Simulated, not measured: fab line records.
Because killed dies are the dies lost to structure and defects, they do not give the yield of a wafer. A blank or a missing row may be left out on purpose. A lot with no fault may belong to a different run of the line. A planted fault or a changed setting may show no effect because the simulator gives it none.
Which tool is to blame? -- flow n5-finfet -- 10 lots, 28 wafers sampled, at 5 steps of a route of 1938

## WHAT THE GAUGES READ, wafer by wafer
The record holds no reading of a measuring or inspecting step that can be judged against a usual standard deviation.

## EACH LOT AND THE TOOL THAT RAN IT (in order: tool; ch and the chambers of the sampled wafers; start)
lot,N5_BEOL_M9_ETCH_76,N5_BEOL_M9_ETCH_66,N5_BEOL_M9_STRIP_36,N5_BEOL_M9_PRE_CLEAN_55,N5_PASSIVATION_PROBE_49
L807,"rie-diel-06 ch 0,1,3, day 11 04:54","rie-diel-06 ch 0,1,3, day 11 04:56","rie-diel-06 ch 0,1,3, day 11 05:06","pecvd-02 ch 1,2, day 11 07:59",-
L811,"rie-diel-03 ch 0,2,3, day 12 03:32","rie-diel-03 ch 0,2,3, day 12 03:35","rie-diel-03 ch 0,2,3, day 12 03:45","pecvd-03 ch 0,1, day 12 06:43",-
L809,"rie-diel-03 ch 1, day 12 06:45","rie-diel-03 ch 1, day 12 06:47","rie-diel-03 ch 1, day 12 06:57","pecvd-03 ch 1,2, day 12 09:44",-
L816,"rie-diel-06 ch 0,2, day 13 03:15","rie-diel-06 ch 0,2, day 13 03:17","rie-diel-06 ch 0,2, day 13 03:28","pecvd-01 ch 0,1, day 13 06:26",-
L815,"rie-diel-06 ch 0,1,3, day 13 06:51","rie-diel-06 ch 0,1,3, day 13 06:54","rie-diel-06 ch 0,1,3, day 13 07:04","pecvd-03 ch 0,1, day 13 09:31",-
L814,"rie-diel-02 ch 0,2,3, day 14 00:20","rie-diel-02 ch 0,2,3, day 14 00:23","rie-diel-02 ch 0,2,3, day 14 00:32","pecvd-03 ch 1,2, day 14 03:23",-
L824,"rie-diel-02 ch 0,1,2, day 15 11:19","rie-diel-02 ch 0,1,2, day 15 11:22","rie-diel-02 ch 0,1,2, day 15 11:32","pecvd-01 ch 0,1,2, day 15 14:26",-
L825,"rie-diel-03 ch 1,2,3, day 16 03:55","rie-diel-03 ch 1,2,3, day 16 03:58","rie-diel-03 ch 1,2,3, day 16 04:07","pecvd-02 ch 0,1,2, day 16 06:41","prober-02, day 19 07:25"
L823,"rie-diel-06 ch 0,1,3, day 16 09:28","rie-diel-06 ch 0,1,3, day 16 09:31","rie-diel-06 ch 0,1,3, day 16 09:41","pecvd-03 ch 0,2, day 16 13:17",-
L830,"rie-diel-02 ch 1,2, day 17 11:32","rie-diel-02 ch 1,2, day 17 11:35","rie-diel-02 ch 1,2, day 17 11:45","pecvd-01 ch 0,2, day 17 18:26",-
- N5_BEOL_M9_ETCH_76: etches underlayer in N2/H2, target depth 6.5 nm, time 5.2 s.
- N5_BEOL_M9_ETCH_66: etches SOC in N2/H2, target depth 80 nm, overetch 16 nm, time 120 s.
- N5_BEOL_M9_STRIP_36: strips in N2/H2.
- N5_BEOL_M9_PRE_CLEAN_55: time 15 s.
- N5_PASSIVATION_PROBE_49

## AS READ BY THE TOOLS THEMSELVES (means over the sampled wafers that have a number; for cases with no such wafer, the mark the record gives instead)
N5_BEOL_M9_ETCH_76. Usual: value, then standard deviation, for each; drypump-motor-current-A 5.6 A / 0.35; etch-rf-on-time-s 5.21 s / 0.2; oes-product-au 0.66 a.u. / 0.059; rf-fwd-power-W 819.5 W / 2.3; rf-vpp-V 523.6 V / 2.9; showerhead-plenum-p-Torr 2.53 Torr / 0.089; throttle-valve-pct 17.85 % / 0.22.
lot,tool,drypump-motor-current-A (A),etch-rf-on-time-s (s),oes-product-au (a.u.),rf-fwd-power-W (W),rf-vpp-V (V),showerhead-plenum-p-Torr (Torr),throttle-valve-pct (%),flag
L807,rie-diel-06,5.6,5.17,0.69,821.8,522.6,2.52,17.72,
L811,rie-diel-03,5.4,5.24,0.64,821.0,525.0,2.62,18.10,
L809,rie-diel-03,6.5,5.23,0.64,818.8,524.2,2.52,17.77,
L816,rie-diel-06,5.7,5.29,0.70,821.0,519.6,2.42,17.76,
L815,rie-diel-06,5.6,5.21,0.67,819.1,522.4,2.51,17.75,
L814,rie-diel-02,5.6,5.30,0.63,818.9,520.9,2.45,17.93,
L824,rie-diel-02,5.5,5.02,0.66,819.7,523.9,2.53,17.82,
L825,rie-diel-03,5.6,5.11,0.67,820.4,525.6,2.57,17.88,
L823,rie-diel-06,5.6,5.24,0.65,819.5,522.6,2.50,17.79,
L830,rie-diel-02,5.5,4.92,0.64,818.9,523.6,2.54,17.85,

N5_BEOL_M9_ETCH_66. Usual: drypump-motor-current-A 5.6 A, standard deviation 0.35; oes-product-au 0.59 a.u., standard deviation 0.053; rf-fwd-power-W 835.0 W, standard deviation 2.8; rf-vpp-V 523.6 V, standard deviation 2.5; showerhead-plenum-p-Torr 2.53 Torr, standard deviation 0.089; throttle-valve-pct 17.81 %, standard deviation 0.22.
lot,tool,drypump-motor-current-A (A),oes-product-au (a.u.),rf-fwd-power-W (W),rf-vpp-V (V),showerhead-plenum-p-Torr (Torr),throttle-valve-pct (%),flag
L807,rie-diel-06,5.6,0.61,834.7,522.5,2.52,17.68,
L811,rie-diel-03,5.4,0.58,835.6,525.9,2.62,18.07,
L809,rie-diel-03,6.5,0.57,837.5,523.9,2.52,17.74,
L816,rie-diel-06,5.7,0.63,837.8,520.4,2.42,17.73,
L815,rie-diel-06,5.6,0.61,831.3,523.4,2.51,17.71,
L814,rie-diel-02,5.5,0.56,837.8,521.2,2.45,17.88,
L824,rie-diel-02,5.5,0.58,831.9,524.1,2.53,17.78,
L825,rie-diel-03,5.6,0.59,835.8,524.5,2.57,17.83,
L823,rie-diel-06,5.6,0.58,833.3,522.7,2.50,17.76,
L830,rie-diel-02,5.5,0.55,834.7,524.6,2.54,17.81,

N5_BEOL_M9_STRIP_36. Usual: drypump-motor-current-A 5.6 A, standard deviation 0.35; oes-product-au 0.78 a.u., standard deviation 0.074; rf-vpp-V 59.2 V, standard deviation 1.5; showerhead-plenum-p-Torr 2.53 Torr, standard deviation 0.089; throttle-valve-pct 23.6 %, standard deviation 0.31.
lot,tool,drypump-motor-current-A (A),oes-product-au (a.u.),rf-vpp-V (V),showerhead-plenum-p-Torr (Torr),throttle-valve-pct (%),flag
L807,rie-diel-06,5.6,0.82,59.0,2.51,23.4,
L811,rie-diel-03,5.4,0.75,59.3,2.61,24.1,
L809,rie-diel-03,6.5,0.76,61.2,2.52,23.4,
L816,rie-diel-06,5.7,0.82,57.0,2.42,23.6,
L815,rie-diel-06,5.6,0.80,59.1,2.51,23.4,
L814,rie-diel-02,5.6,0.73,58.6,2.45,23.6,
L824,rie-diel-02,5.5,0.75,58.3,2.53,23.6,
L825,rie-diel-03,5.6,0.78,59.5,2.57,23.6,
L823,rie-diel-06,5.6,0.77,58.8,2.50,23.5,
L830,rie-diel-02,5.5,0.72,58.8,2.53,23.6,

N5_BEOL_M9_PRE_CLEAN_55. Usual: 295.2 W for rf-fwd-power-W, sd 1.8.
lot,tool,rf-fwd-power-W (W),flag
L807,pecvd-02,295.5,
L811,pecvd-03,295.1,
L809,pecvd-03,292.6,
L816,pecvd-01,296.9,
L815,pecvd-03,294.2,
L814,pecvd-03,283.3,OFF
L824,pecvd-01,295.6,
L825,pecvd-02,296.0,
L823,pecvd-03,293.7,
L830,pecvd-01,296.6,

N5_PASSIVATION_PROBE_49. Usual: defect-limited-yield 91.2 %, standard deviation 1.5; killed_at_M0_to_M3 36, standard deviation 10; killed_at_M4_up 14, standard deviation 5.2; killed-at-contacts 12, standard deviation 6; killed-at-front-end 37, standard deviation 10; killed-at-other 4, standard deviation 3.3; killed-dies 104, standard deviation 18; killed-open 68, standard deviation 14; killed-short 34, standard deviation 7.4; sort_bin_4_leakage 0.01 %, standard deviation 0.04; sort_bin_5_function 5.2 %, standard deviation 1; sort_bin_6_memory 3.3 %, standard deviation 0.7; sort_bin_8_speed 0.01 %, standard deviation 0.045; sort-n-pass 1076, standard deviation 18; sort-yield-pct 91.2 %, standard deviation 1.5.
lot,tool,defect-limited-yield (%),killed_at_M0_to_M3,killed_at_M4_up,killed-at-contacts,killed-at-front-end,killed-at-other,killed-dies,killed-open,killed-short,sort_bin_4_leakage (%),sort_bin_5_function (%),sort_bin_6_memory (%),sort_bin_8_speed (%),sort-n-pass,sort-yield-pct (%),flag
L825,prober-02,90.4,45,11,11,40,6,114,82,31,0.00,6.4,2.9,0.03,1066,90.3,

## THE ANSWER, worked out from the rows above alone
Rule: a lot is off if the mean of its wafers that have a number lies more than 3 standard deviations from the usual mean. Also off: a lot with no number at a reading for which 4 or more lots have one. All remaining lots with rows at the step are treated as sound. The gauges are gone through in route order, then the tools' own readings, and for those a lot's mean is taken as printed above. At the first step where some lot is off, the reading lying furthest off is the one used; lots without a number count as furthest.
Off at N5_BEOL_M9_PRE_CLEAN_55 (rf-fwd-power-W): L814.
A tool fits if, at that step or a process step before it, it ran every lot that is off, and no sound lot after the first of them. Not one of the candidates tried fits.

## WHAT THE SIMULATOR HAD PUT IN
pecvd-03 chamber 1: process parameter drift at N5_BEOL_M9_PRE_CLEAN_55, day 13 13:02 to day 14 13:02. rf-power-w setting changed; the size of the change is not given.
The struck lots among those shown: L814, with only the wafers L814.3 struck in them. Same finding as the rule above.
